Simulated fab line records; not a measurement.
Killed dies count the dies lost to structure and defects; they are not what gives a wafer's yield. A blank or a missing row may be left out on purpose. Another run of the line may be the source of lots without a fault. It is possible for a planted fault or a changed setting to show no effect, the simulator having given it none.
fab line records | flow nand_harc
record: lots: 7 wafers: 21 last_day: 33
route steps=1302 shown A_BLC@1114 END@1302
lots with no fault: from the same line, run without faults
start_h: hours from the record's first day to the start of the lot's first wafer shown | wait_h: hours from the lot's prior step to this one | " identical to the entry in the row above | L1.1+2: a row that stands for several wafers | - no value present, or no start provided | * or withheld: withheld | < > ~ a bound
route shown NAME@n: NAME is a module with steps in the file, n the number in the route of the first one | usual: mean/standard deviation taken from wafers without a fault | same: alike in all rows | chamber/n: place in a boat | sites: each site's reading | _std_site: the values' standard deviation | _edge_site: the outer-site mean with the inner-site mean subtracted | radius_mm: for every site, how far away it sits from the centre of the wafer | mask NAME#n: copy n | behind: the most recent tool/chamber to have shaped the wafer | hold: reason for holding the lot/hours on hold/outcome of the hold | device: whichever transistor did not switch (one of n, p or np) | end of line: tests run on the same wafers once the route is complete | a step without rows: its recipe alone | killed: dies that structure and defects cost at the first sort, which is not the same as the wafer's yield | map: shows each die of a wafer: x if killed, . if not, _ if none is there
set.NAME: the setting that was run; set.NAME@STEP: the one run at that earlier step | model.NAME: the simulator's own value behind a step, which no gauge read
lots at some steps of the route; a table a step, a row a wafer
services: when a tool's chamber went out of use (start_h, in hours from the record's first day, below 0 if earlier), for how many hours, and the reason
== steps ==
step: NHARC_A_BLC_EXPOSE_07
recipe: na: 1.35 target_cd_nm: 100 dose_mj: 67.97 mask_id: A_BLC
step: NHARC_A_BLC_PEB_08
recipe: peb_temp_c: 100 peb_time_s: 65
step: NHARC_A_BLC_DEVELOP_09
recipe: develop_time_s: 35 dev_temp_c: 23
step: NHARC_A_BLC_CD_MEAS_10
recipe: target_cd_nm: 100 landing_energy_ev: 500
usual: cd_nm: 99.9/0.57
columns lot.wafer tool chamber start_h wait_h cd_nm
L158.2 cd_sem-03 0 513.61 - 100.4
L158.3 " 0 " " 100.1
L158.4 " 0 " " 99.7
L163.1 cd_sem-01 0 550.51 - 99.0
L163.4 " 0 " " 100.3
L163.5 " 0 " " 100.7
L165.1 cd_sem-02 0 589.10 - 100.9
L165.2 " 0 " " 100.6
L165.4 " 0 " " 100.7
L164.3 cd_sem-01 0 602.13 - 99.8
L164.5 " 0 " " 100.2
L164.6 " 0 " " 100.1
L173.1 cd_sem-01 0 664.03 - 100.0
L173.2 " 0 " " 100.3
L173.4 " 0 " " 99.8
L178.3 cd_sem-01 0 736.08 - 99.9
L178.4 " 0 " " 99.9
L178.6 " 0 " " 99.1
L181.1 cd_sem-01 0 742.04 - 100.6
L181.2 " 0 " " 99.7
L181.6 " 0 " " 100.9
step: NHARC_A_BLC_OVL_MEAS_11
usual: overlay_x_nm: 0.1/0.79 overlay_y_nm: 0.1/0.91
columns lot.wafer tool chamber start_h wait_h overlay_x_nm overlay_y_nm
L158.2 overlay-02 - 513.70 - 0.0 0.4
L158.3 " - " " 0.9 0.4
L158.4 " - " " 0.2 0.1
L163.1 overlay-02 - 550.59 - -1.0 -0.4
L163.4 " - " " -0.9 0.5
L163.5 " - " " -0.4 0.0
L165.1 overlay-01 - 589.19 - -0.8 -0.4
L165.2 " - " " -0.5 0.2
L165.4 " - " " -1.4 -0.2
L164.3 overlay-02 - 602.21 - 1.5 0.6
L164.5 " - " " 1.4 0.3
L164.6 " - " " 1.8 0.6
L173.1 overlay-01 - 664.12 - -0.8 0.4
L173.2 " - " " -0.5 0.4
L173.4 " - " " 0.3 0.5
L178.3 overlay-01 - 736.16 - 0.6 0.8
L178.4 " - " " 0.6 0.2
L178.6 " - " " 0.7 0.0
L181.1 overlay-02 - 742.13 - 1.3 -2.2
L181.2 " - " " 1.0 -2.2
L181.6 " - " " 1.3 -2.5
step: NHARC_A_BLC_INSPECT_12
usual: raw_defect_count: 80/32
columns lot.wafer tool chamber start_h wait_h raw_defect_count
L158.2 defect_inspect-02 - 513.73 0.0 62
L158.3 " - " " 74
L158.4 " - " " 54
L163.1 defect_inspect-01 - 550.63 0.0 105
L163.4 " - " " 109
L163.5 " - " " 114
L165.1 defect_inspect-02 - 589.22 0.0 74
L165.2 " - " " 71
L165.4 " - " " 62
L164.3 defect_inspect-02 - 602.25 0.0 138
L164.5 " - " " 112
L164.6 " - " " 113
L173.1 defect_inspect-01 - 664.15 0.0 48
L173.2 " - " " 62
L173.4 " - " " 53
L178.3 defect_inspect-01 - 736.20 0.0 115
L178.4 " - " " 101
L178.6 " - " " 116
L181.1 defect_inspect-01 - 742.16 0.0 72
L181.2 " - " " 76
L181.6 " - " " 89
step: NHARC_A_BLC_DESCUM_15
recipe: time_s: 3 o2_flow_sccm: 200 ar_flow_sccm: 0 bias_power_w: 0 chemistry: O2
usual: drypump_motor_current_A: 5.8/0.46 oes_product_au: 1.003/0.01 rf_vpp_V: 57.9/0.82 showerhead_plenum_p_Torr: 1.96/0.079 throttle_valve_pct: 11.311/0.0089
columns lot.wafer tool chamber start_h wait_h drypump_motor_current_A oes_product_au rf_hours_counter_h rf_vpp_V showerhead_plenum_p_Torr throttle_valve_pct
L158.3 rie_diel-06 3 513.79 0.1 5.3 1.005 2 57.2 2.01 11.306
L158.2 " 0 " " 6.5 0.983 2 58.4 1.84 11.306
L158.4 " 1 " " 5.7 0.984 2 59.8 2.02 11.322
L163.4 rie_diel-04 1 550.70 0.1 6.2 0.999 1 58.1 2.01 11.322
L163.1 " 3 " " 6.1 1.004 1 57.5 1.88 11.310
L163.5 " 0 " " 5.1 0.994 - 59.3 2.03 11.320
L165.1 rie_diel-04 2 589.30 0.1 5.4 1.014 3 58.9 2.03 11.301
L165.2 " 3 " " 6.1 1.004 3 57.1 1.88 11.302
L165.4 " 2 " " 5.4 1.009 - 59.3 2.03 11.308
L164.3 rie_diel-06 3 602.33 0.1 5.3 0.999 10 58.8 2.01 11.299
L164.6 " 1 " " 5.8 0.992 - 56.6 2.02 11.316
L164.5 " 2 " " 6.2 1.009 - 57.3 2.01 11.315
L173.4 rie_diel-04 2 664.22 0.1 5.4 0.996 8 57.4 2.02 11.310
L173.2 " 3 " " 6.1 1.013 8 57.5 1.88 11.316
L173.1 " 0 " " 5.1 1.006 6 57.3 2.03 11.295
L178.3 rie_diel-04 0 736.26 0.1 5.1 1.002 0 57.9 2.03 11.314
L178.4 " 2 " " 5.3 1.011 0 58.4 2.02 11.316
L178.6 " 0 " " 5.1 1.009 - 55.9 2.03 11.310
L181.2 rie_diel-06 1 742.22 0.1 5.7 0.994 7 58.0 2.01 11.286
L181.1 " 3 " " 5.3 1.012 6 58.9 2.00 11.304
L181.6 " 1 " " 5.7 0.994 - 57.6 2.01 11.322
step: NHARC_A_BLC_ETCH_16
recipe: target_depth_a: 390 over_etch_frac: 0.3 time_s: 65 ion_energy_ev: 80 cf4_flow_sccm: 150 ar_flow_sccm: 0 rf_w: 300 bias_w: 100 chemistry: CF4
usual: drypump_motor_current_A: 5.8/0.45 oes_product_au: 1.003/0.0096 rf_fwd_power_W: 296.9/1.3 rf_vpp_V: 151.8/1.2 showerhead_plenum_p_Torr: 1.81/0.066 throttle_valve_pct: 13.284/0.0088
columns lot.wafer tool chamber start_h wait_h drypump_motor_current_A oes_product_au rf_fwd_power_W rf_hours_counter_h rf_vpp_V showerhead_plenum_p_Torr throttle_valve_pct
L158.4 rie_diel-06 2 513.88 0.1 6.1 1.010 295.8 2 151.1 1.85 13.282
L158.3 " 0 " " 6.5 1.001 296.9 2 150.0 1.70 13.272
L158.2 " 1 " " 5.7 0.977 296.1 2 151.8 1.86 13.267
L163.1 rie_diel-04 1 550.78 0.1 6.2 0.995 297.8 1 153.3 1.85 13.284
L163.4 " 3 " " 6.1 0.993 297.9 1 151.1 1.74 13.279
L163.5 " 1 " " 6.2 0.997 296.3 - 152.8 1.85 13.277
L165.2 rie_diel-04 2 589.39 0.1 5.4 0.997 298.7 3 151.1 1.86 13.295
L165.1 " 0 " " 5.1 1.002 295.3 3 153.1 1.87 13.288
L165.4 " 0 " " 5.1 1.003 296.3 - 151.5 1.87 13.272
L164.3 rie_diel-06 2 602.41 0.1 6.1 1.003 295.0 10 151.7 1.85 13.274
L164.5 " 3 " " 5.3 1.008 296.7 - 152.0 1.85 13.281
L164.6 " 0 " " 6.5 1.000 297.3 - 150.3 1.70 13.296
L173.2 rie_diel-04 3 664.31 0.1 6.1 0.997 297.3 8 151.5 1.74 13.285
L173.1 " 0 " " 5.1 0.997 295.8 6 153.7 1.87 13.271
L173.4 " 1 " " 6.2 0.992 297.2 7 151.0 1.85 13.289
L178.4 rie_diel-04 0 736.36 0.1 5.1 1.011 296.0 0 151.9 1.87 13.294
L178.3 " 1 " " 6.2 1.000 296.6 0 152.2 1.85 13.279
L178.6 " 3 " " 6.1 1.023 298.5 - 151.3 1.74 13.280
L181.1 rie_diel-06 0 742.31 0.1 6.5 1.010 297.0 6 149.6 1.70 13.274
L181.2 " 1 " " 5.7 1.001 297.6 7 152.0 1.85 13.302
L181.6 " 0 " " 6.5 1.010 297.2 - 152.3 1.70 13.296
step: NHARC_A_BLC_ETCH_17
recipe: target_depth_a: 3900 over_etch_frac: 0.25 time_s: 609.38 ion_energy_ev: 200 n2_flow_sccm: 150 h2_flow_sccm: 150 ar_flow_sccm: 0 rf_w: 400 bias_w: 150 chemistry: N2/H2
usual: drypump_motor_current_A: 5.8/0.44 oes_product_au: 1.002/0.011 rf_fwd_power_W: 399.4/1.2 rf_vpp_V: 432.1/2.5 showerhead_plenum_p_Torr: 2.10/0.084 throttle_valve_pct: 14.172/0.009
columns lot.wafer tool chamber start_h wait_h drypump_motor_current_A oes_product_au rf_fwd_power_W rf_hours_counter_h rf_vpp_V showerhead_plenum_p_Torr throttle_valve_pct
L158.3 rie_diel-06 2 - - 6.2 1.018 399.4 2 432.7 2.15 14.175
L158.2 " 3 " " 5.3 1.020 399.3 2 432.1 2.15 14.174
L158.4 " 0 " " 6.5 0.993 398.6 2 428.2 1.96 14.167
L163.4 rie_diel-04 3 - - 6.1 0.996 400.6 1 429.3 2.00 14.176
L163.1 " 1 " " 6.2 0.991 399.2 1 433.2 2.14 14.175
L163.5 " 0 " " 5.1 0.994 400.1 - 434.0 2.17 14.164
L165.2 rie_diel-04 0 - - 5.1 1.006 398.6 3 435.1 2.17 14.182
L165.1 " 3 " " 6.1 1.009 400.0 3 430.9 2.00 14.161
L165.4 " 3 " " 6.1 1.005 400.5 - 430.0 2.00 14.181
L164.3 rie_diel-06 3 - - 5.3 1.005 399.9 10 432.8 2.14 14.164
L164.6 " 0 " " 6.5 1.005 399.9 - 428.0 1.95 14.173
L164.5 " 1 " " 5.8 0.999 397.8 - 433.3 2.15 14.156
L173.1 rie_diel-04 3 - - 6.1 1.009 400.3 8 431.4 2.00 14.157
L173.2 " 0 " " 5.1 1.001 398.1 7 434.0 2.17 14.164
L173.4 " 2 " " 5.4 1.002 400.6 8 434.0 2.16 14.172
L178.3 rie_diel-04 1 - - 6.2 1.010 400.3 0 433.9 2.14 14.172
L178.4 " 2 " " 5.4 1.015 400.5 0 433.3 2.16 14.156
L178.6 " 3 " " 6.1 1.013 400.0 - 429.7 2.00 14.162
L181.2 rie_diel-06 0 - - 6.5 1.004 398.2 6 427.9 1.95 14.171
L181.1 " 2 " " 6.1 1.007 397.6 7 431.8 2.14 14.173
L181.6 " 0 " " 6.5 1.006 398.4 - 428.3 1.95 14.167
step: NHARC_A_BLC_ETCH_18
recipe: target_depth_a: 9100 c4f8_flow_sccm: 20 o2_flow_sccm: 10 ar_flow_sccm: withheld rf_w: 600 bias_w: 1500 chemistry: C4F8/O2/Ar
usual: oes_product_au: 0.945/0.024 rf_fwd_power_W: 598.9/1.5 rf_vpp_V: 981/5.6
columns lot.wafer tool chamber start_h wait_h oes_product_au rf_fwd_power_W rf_hours_counter_h rf_vpp_V
L158.2 rie_diel-06 0 - - 0.962 599.8 2 973
L158.4 " 1 " " 0.972 601.2 2 986
L158.3 " 2 " " 0.990 602.1 2 986
L163.4 rie_diel-04 2 - - 0.981 597.2 1 987
L163.1 " 3 " " 0.983 599.6 2 976
L163.5 " 2 " " 0.988 598.8 - 985
L165.2 rie_diel-04 2 - - 0.938 599.7 3 985
L165.1 " 0 " " 0.928 599.6 3 984
L165.4 " 0 " " 0.923 596.1 - 986
L164.3 rie_diel-06 2 - - 0.937 598.0 10 984
L164.5 " 1 " " 0.923 598.8 - 986
L164.6 " 2 " " 0.938 598.2 - 986
L173.4 rie_diel-04 3 - - 0.948 598.7 8 976
L173.2 " 0 " " 0.940 597.5 7 986
L173.1 " 1 " " 0.936 598.9 7 985
L178.3 rie_diel-04 3 - - 0.993 600.9 1 976
L178.4 " 1 " " 0.953 598.2 1 982
L178.6 " 3 " " 0.994 598.9 - 975
L181.1 rie_diel-06 0 - - 0.984 597.4 7 974
L181.2 " 1 " " 0.953 600.9 7 984
L181.6 " 1 " " 0.945 598.1 - 984
step: NHARC_A_BLC_CD_MEAS_19
usual: cd_nm: 99.5/2.4
columns lot.wafer tool chamber start_h wait_h cd_nm
L158.2 cd_sem-02 - 514.76 - 98.0
L158.3 " - " " 103.0
L158.4 " - " " 102.7
L163.1 cd_sem-02 - 551.66 - 100.4
L163.4 " - " " 97.9
L163.5 " - " " 97.3
L165.1 cd_sem-01 - 590.88 - 101.7
L165.2 " - " " 102.7
L165.4 " - " " 101.8
L164.3 cd_sem-01 - 603.28 - 98.5
L164.5 " - " " 102.7
L164.6 " - " " 97.8
L173.1 cd_sem-02 - 665.18 - 97.8
L173.2 " - " " 99.8
L173.4 " - " " 101.3
L178.3 cd_sem-03 - 737.23 - 102.5
L178.4 " - " " 96.2
L178.6 " - " " 101.1
L181.1 cd_sem-03 - 743.18 - 101.5
L181.2 " - " " 102.0
L181.6 " - " " 106.1
step: NHARC_A_BLC_STRIP_29
recipe: cf4_flow_sccm: 150 ar_flow_sccm: 0 bias_w: 0 chemistry: CF4
usual: cf4_flow_sccm: 150.0/0.53 drypump_motor_current_A: 5.8/0.44 oes_product_au: 1.002/0.011 rf_vpp_V: 59.6/0.84 showerhead_plenum_p_Torr: 1.81/0.072 throttle_valve_pct: 13.284/0.0087
same: bias_w: 0
columns lot.wafer tool chamber start_h wait_h cf4_flow_sccm drypump_motor_current_A oes_product_au rf_hours_counter_h rf_vpp_V showerhead_plenum_p_Torr throttle_valve_pct
L158.4 rie_diel-06 3 514.84 0.1 149.7 5.3 0.999 2 58.4 1.85 13.298
L158.2 " 0 " " 149.6 6.5 0.999 2 59.6 1.70 13.282
L158.3 " 1 " " 150.3 5.7 0.984 2 59.0 1.86 13.282
L163.1 rie_diel-06 1 551.73 0.1 149.8 5.8 0.987 7 60.0 1.86 13.273
L163.4 " 0 " " 150.0 6.5 0.987 6 60.5 1.70 13.282
L163.5 " 2 " " 150.2 6.1 0.999 - 59.4 1.85 13.292
L165.2 rie_diel-04 0 590.96 0.1 150.3 5.1 1.002 3 59.2 1.87 13.287
L165.1 " 3 " " 149.0 6.1 1.009 3 58.0 1.74 13.273
L165.4 " 3 " " 150.4 6.1 0.999 - 58.9 1.74 13.285
L164.3 rie_diel-04 2 603.38 0.1 150.2 5.4 0.998 4 59.7 1.86 13.275
L164.5 " 1 " " 149.9 6.2 1.000 - 60.2 1.85 13.283
L164.6 " 2 " " 149.8 5.4 1.004 - 61.0 1.86 13.298
L173.2 rie_diel-12 0 665.26 0.1 149.9 5.6 0.999 9 58.0 1.65 13.291
L173.1 " 1 " " 150.7 5.4 1.002 8 59.8 1.91 13.290
L173.4 " 2 " " 150.0 6.0 1.000 10 60.3 1.80 13.293
L178.4 rie_diel-06 3 737.30 0.1 149.2 5.3 1.019 6 60.4 1.85 13.286
L178.3 " 0 " " 149.9 6.5 1.042 6 59.2 1.70 13.283
L178.6 " 0 " " 149.6 6.5 1.033 - 58.5 1.70 13.282
L181.1 rie_diel-04 0 743.27 0.1 149.0 5.1 1.017 2 58.8 1.87 13.264
L181.2 " 1 " " 150.5 6.2 1.004 1 59.0 1.84 13.286
L181.6 " 0 " " 149.8 5.1 1.007 - 60.2 1.87 13.283
step: NHARC_A_BLC_STRIP_21
recipe: o2_flow_sccm: 500 ar_flow_sccm: 0 bias_w: 0 chemistry: O2
usual: bias_w: 0/0 chamber_pressure_mTorr: 59.99/0.08 drypump_motor_current_A: 5.8/0.41 oes_product_au: 1.002/0.0093 rf_vpp_V: 57.9/0.96 showerhead_plenum_p_Torr: 3.61/0.14 throttle_valve_pct: 17.036/0.0086
columns lot.wafer tool chamber start_h wait_h bias_w chamber_pressure_mTorr drypump_motor_current_A oes_product_au rf_hours_counter_h rf_vpp_V showerhead_plenum_p_Torr throttle_valve_pct
L158.2 rie_diel-06 3 514.94 0.1 0 60.06 5.3 1.014 2 58.1 3.70 17.037
L158.4 " 1 " " 0 60.05 5.7 1.005 2 57.8 3.71 17.055
L158.3 " 2 " " 0 59.92 6.2 1.022 2 59.3 3.70 17.028
L163.1 rie_diel-06 1 551.85 0.1 - - - - - - - -
L163.4 " 2 " " - - - - - - - -
L163.5 " 0 " " - - - - - - - -
L165.1 rie_diel-04 2 591.08 0.1 - - - - - - - -
L165.2 " 0 " " - - - - - - - -
L165.4 " 3 " " - - - - - - - -
L164.3 rie_diel-04 1 603.50 0.1 - - - - - - - -
L164.5 " 2 " " - - - - - - - -
L164.6 " 1 " " - - - - - - - -
L173.1 rie_diel-12 0 665.37 0.1 0 59.97 5.6 0.998 9 57.5 3.30 17.031
L173.4 " 1 " " 0 59.96 5.4 0.993 8 56.7 3.80 17.031
L173.2 " 2 " " 0 59.97 6.0 0.993 10 59.0 3.60 17.019
L178.3 rie_diel-06 2 737.42 0.1 0 59.94 6.1 1.010 6 58.0 3.68 17.043
L178.4 " 0 " " 0 59.90 6.5 1.015 6 57.6 3.39 17.029
L178.6 " 1 " " 0 60.08 5.7 0.996 - 57.8 3.70 17.046
L181.2 rie_diel-04 3 743.37 0.1 0 60.07 6.1 1.032 2 56.5 3.47 17.026
L181.1 " 0 " " 0 60.06 5.1 1.000 2 57.9 3.73 17.026
L181.6 " 2 " " 0 59.92 5.4 1.018 - 58.1 3.72 17.031
step: NHARC_A_BLC_STRIP_22
recipe: time_s: 600 temp_c: 30 chemistry: post_etch_residue_remover
step: NHARC_END_SORT_01
recipe: temp_c: 25
usual: killed_at_array: 52/18 killed_at_other: 1.2/1.5 killed_at_periphery: 4/3.2 killed_dies: 57/17 killed_open: 3.1/1.9 killed_short: 2.5/1.7
same: gross_dies: 677
columns lot.wafer tool chamber start_h wait_h killed_at_array killed_at_other killed_at_periphery killed_dies killed_open killed_short
L163.1 prober-01 0 595.93 2.5 674 0 3 677 3 2
L163.4 prober-01 0 598.36 3.4 673 0 4 677 3 1
L163.5 prober-01 0 599.17 3.7 672 0 5 677 1 0
L165.1 prober-02 0 633.19 2.5 671 0 6 677 1 6
L165.2 prober-02 0 634.00 2.8 667 1 9 677 5 2
L165.4 prober-02 0 635.62 3.4 666 0 11 677 3 2
L164.3 prober-01 0 648.98 3.1 676 1 0 677 1 4
L164.5 prober-01 0 650.61 3.8 677 0 0 677 1 3
L164.6 prober-01 0 651.43 4.1 675 2 0 677 2 2
killed by level:class
L163.1 A_BLC:area_strip=632 A_CHANNEL_HOLE_D1:chamber_film_flake=14 A_CHANNEL_HOLE_D2:chamber_film_flake=12 A_CONTACT:chamber_film_flake=5 A_STAIRCASE:chamber_film_flake=4 A_BLC:geometric_particle:open=2 A_ONON_D2:geometric_particle:short=1 A_ONON_D2:geometric_particle:open=1
L163.4 A_BLC:area_strip=613 A_CHANNEL_HOLE_D1:chamber_film_flake=27 A_CHANNEL_HOLE_D2:chamber_film_flake=17 A_WL_FILL:chamber_film_flake=3 A_CONTACT:chamber_film_flake=3 P_GATE:chamber_film_flake=2 A_CHANNEL_FILL_D2:chamber_film_flake=2 A_STAIRCASE:chamber_film_flake=2
L163.5 A_BLC:area_strip=618 A_CHANNEL_HOLE_D1:chamber_film_flake=26 A_CHANNEL_HOLE_D2:chamber_film_flake=20 P_ZERO_WELL:chamber_film_flake=4 A_DECK1_JOINT:geometric_particle:open=1 P_CONTACT:chamber_film_flake=1 A_ZERO_WELL:chamber_film_flake=1 A_CHANNEL_FILL_D1:chamber_film_flake=1
L165.1 A_BLC:area_strip=616 A_SLIT:chamber_film_flake=27 A_CHANNEL_HOLE_D2:chamber_film_flake=8 A_WL_FILL:chamber_film_flake=4 P_BONDPAD:chamber_film_flake=3 A_CHANNEL_HOLE_D1:chamber_film_flake=3 A_CHANNEL_FILL_D1:geometric_particle:short=2 A_STAIRCASE:chamber_film_flake=2
L165.2 A_BLC:area_strip=610 A_SLIT:chamber_film_flake=29 A_CHANNEL_HOLE_D2:chamber_film_flake=9 P_BONDPAD:chamber_film_flake=5 A_CONTACT:chamber_film_flake=4 A_WL_FILL:chamber_film_flake=4 A_CHANNEL_HOLE_D1:chamber_film_flake=3 A_CHANNEL_FILL_D1:geometric_particle:open=2
L165.4 A_BLC:area_strip=626 A_SLIT:chamber_film_flake=24 A_CHANNEL_HOLE_D2:chamber_film_flake=6 P_BONDPAD:chamber_film_flake=5 P_M1:chamber_film_flake=3 A_CHANNEL_HOLE_D1:chamber_film_flake=2 A_M0:chamber_film_flake=2 P_CONTACT:geometric_particle:open=1
L164.3 A_BLC:area_strip=588 A_CHANNEL_HOLE_D1:chamber_film_flake=34 A_SLIT:chamber_film_flake=34 A_CHANNEL_HOLE_D2:chamber_film_flake=7 A_CONTACT:chamber_film_flake=4 A_STAIRCASE:chamber_film_flake=2 A_CHANNEL_FILL_D1:geometric_particle:short=1 A_CHANNEL_FILL_D1:geometric_particle:open=1
L164.5 A_BLC:area_strip=603 A_SLIT:chamber_film_flake=29 A_CHANNEL_HOLE_D1:chamber_film_flake=26 A_CHANNEL_HOLE_D2:chamber_film_flake=9 A_STAIRCASE:chamber_film_flake=3 A_CONTACT:chamber_film_flake=2 A_CHANNEL_HOLE_D1:geometric_particle:open=1 A_CHANNEL_HOLE_D1:geometric_particle:short=1
L164.6 A_BLC:area_strip=613 A_CHANNEL_HOLE_D1:chamber_film_flake=20 A_SLIT:chamber_film_flake=18 A_CHANNEL_HOLE_D2:chamber_film_flake=10 A_STAIRCASE:chamber_film_flake=4 A_WL_FILL:chamber_film_flake=3 A_CONTACT:chamber_film_flake=2 THIN_TSV:chamber_film_flake=2
map L163.1 (x killed, . not)
____________x____________
_________xxxxxxx_________
_______xxxxxxxxxxx_______
______xxxxxxxxxxxxx______
_____xxxxxxxxxxxxxxx_____
____xxxxxxxxxxxxxxxxx____
____xxxxxxxxxxxxxxxxx____
___xxxxxxxxxxxxxxxxxxx___
___xxxxxxxxxxxxxxxxxxx___
__xxxxxxxxxxxxxxxxxxxxx__
__xxxxxxxxxxxxxxxxxxxxx__
_xxxxxxxxxxxxxxxxxxxxxxx_
_xxxxxxxxxxxxxxxxxxxxxxx_
_xxxxxxxxxxxxxxxxxxxxxxx_
_xxxxxxxxxxxxxxxxxxxxxxx_
_xxxxxxxxxxxxxxxxxxxxxxx_
xxxxxxxxxxxxxxxxxxxxxxxxx
xxxxxxxxxxxxxxxxxxxxxxxxx
xxxxxxxxxxxxxxxxxxxxxxxxx
xxxxxxxxxxxxxxxxxxxxxxxxx
xxxxxxxxxxxxxxxxxxxxxxxxx
_xxxxxxxxxxxxxxxxxxxxxxx_
_xxxxxxxxxxxxxxxxxxxxxxx_
_xxxxxxxxxxxxxxxxxxxxxxx_
_xxxxxxxxxxxxxxxxxxxxxxx_
_xxxxxxxxxxxxxxxxxxxxxxx_
__xxxxxxxxxxxxxxxxxxxxx__
__xxxxxxxxxxxxxxxxxxxxx__
___xxxxxxxxxxxxxxxxxxx___
___xxxxxxxxxxxxxxxxxxx___
____xxxxxxxxxxxxxxxxx____
____xxxxxxxxxxxxxxxxx____
_____xxxxxxxxxxxxxxx_____
______xxxxxxxxxxxxx______
_______xxxxxxxxxxx_______
_________xxxxxxx_________
____________x____________
map L164.3 (x killed, . not)
____________x____________
_________xxxxxxx_________
_______xxxxxxxxxxx_______
______xxxxxxxxxxxxx______
_____xxxxxxxxxxxxxxx_____
____xxxxxxxxxxxxxxxxx____
____xxxxxxxxxxxxxxxxx____
___xxxxxxxxxxxxxxxxxxx___
___xxxxxxxxxxxxxxxxxxx___
__xxxxxxxxxxxxxxxxxxxxx__
__xxxxxxxxxxxxxxxxxxxxx__
_xxxxxxxxxxxxxxxxxxxxxxx_
_xxxxxxxxxxxxxxxxxxxxxxx_
_xxxxxxxxxxxxxxxxxxxxxxx_
_xxxxxxxxxxxxxxxxxxxxxxx_
_xxxxxxxxxxxxxxxxxxxxxxx_
xxxxxxxxxxxxxxxxxxxxxxxxx
xxxxxxxxxxxxxxxxxxxxxxxxx
xxxxxxxxxxxxxxxxxxxxxxxxx
xxxxxxxxxxxxxxxxxxxxxxxxx
xxxxxxxxxxxxxxxxxxxxxxxxx
_xxxxxxxxxxxxxxxxxxxxxxx_
_xxxxxxxxxxxxxxxxxxxxxxx_
_xxxxxxxxxxxxxxxxxxxxxxx_
_xxxxxxxxxxxxxxxxxxxxxxx_
_xxxxxxxxxxxxxxxxxxxxxxx_
__xxxxxxxxxxxxxxxxxxxxx__
__xxxxxxxxxxxxxxxxxxxxx__
___xxxxxxxxxxxxxxxxxxx___
___xxxxxxxxxxxxxxxxxxx___
____xxxxxxxxxxxxxxxxx____
____xxxxxxxxxxxxxxxxx____
_____xxxxxxxxxxxxxxx_____
______xxxxxxxxxxxxx______
_______xxxxxxxxxxx_______
_________xxxxxxx_________
____________x____________
== services ==
columns tool chamber start_h hours kind
rie_diel-06 1 498.65 4.1 repair
rie_diel-04 2 499.89 12.8 repair
rie_diel-04 3 500.92 15.8 repair
rie_diel-04 - 501.60 0.7 repair
rie_diel-04 0 510.92 - clean
rie_diel-04 1 510.92 - clean
rie_diel-12 0 526.03 5.7 repair
rie_diel-04 - 531.90 9.0 pm
rie_diel-04 0 531.90 9.0 vent_cycle
rie_diel-04 1 531.90 9.0 vent_cycle
rie_diel-04 2 531.90 9.0 vent_cycle
rie_diel-04 3 531.90 9.0 vent_cycle
rie_diel-12 0 536.48 5.4 repair
rie_diel-04 0 540.90 - clean
rie_diel-04 1 540.90 - clean
rie_diel-04 2 540.90 - clean
rie_diel-04 1 584.49 7.1 repair
rie_diel-12 - 590.55 0.9 repair
rie_diel-04 0 603.18 10.1 repair
rie_diel-12 - 625.27 9.0 pm
rie_diel-06 3 648.63 3.7 repair
rie_diel-06 - 661.23 9.0 pm
rie_diel-04 - 695.62 0.9 repair
rie_diel-04 - 708.90 9.0 pm
== key ==
first_sign: step: NHARC_A_BLC_STRIP_21 reading: tool_record direction: missing
effect: step: NHARC_END_SORT_01 reading: killed_dies direction: up sigmas: 36 usual: 57 struck: 677
more_kills_born_at: NHARC_A_BLC_STRIP_21@rie_diel-04: 3656 NHARC_A_BLC_STRIP_21@rie_diel-06: 1863
met_at NHARC_A_BLC_STRIP_21
struck_wafers L163.1,L163.4,L163.5,L164.3,L164.5,L164.6,L165.1,L165.2,L165.4
later_rows_left_out L163.1,L163.4,L163.5,L164.3,L164.5,L164.6,L165.1,L165.2,L165.4
tester_left_out L163,L164,L165
onset_between 514.94 551.85
fault: kind: skipped_step_whole tool: rie_diel-04,rie_diel-06 chamber: - onset_h: 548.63 steps: NHARC_A_BLC_STRIP_21 scope: struck_lots_only
tester_left_out: of these lots the tester's yield and bins aren't shown, on N5 and GAA mostly nor the transistor test; their killed dies are dies lost to structure and defects alone, not to doping, threshold or leakage, so they don't give the yield
later_rows_left_out: the simulator's readings of these wafers behind a module that went badly wrong aren't trusted and aren't shown, but for the sort
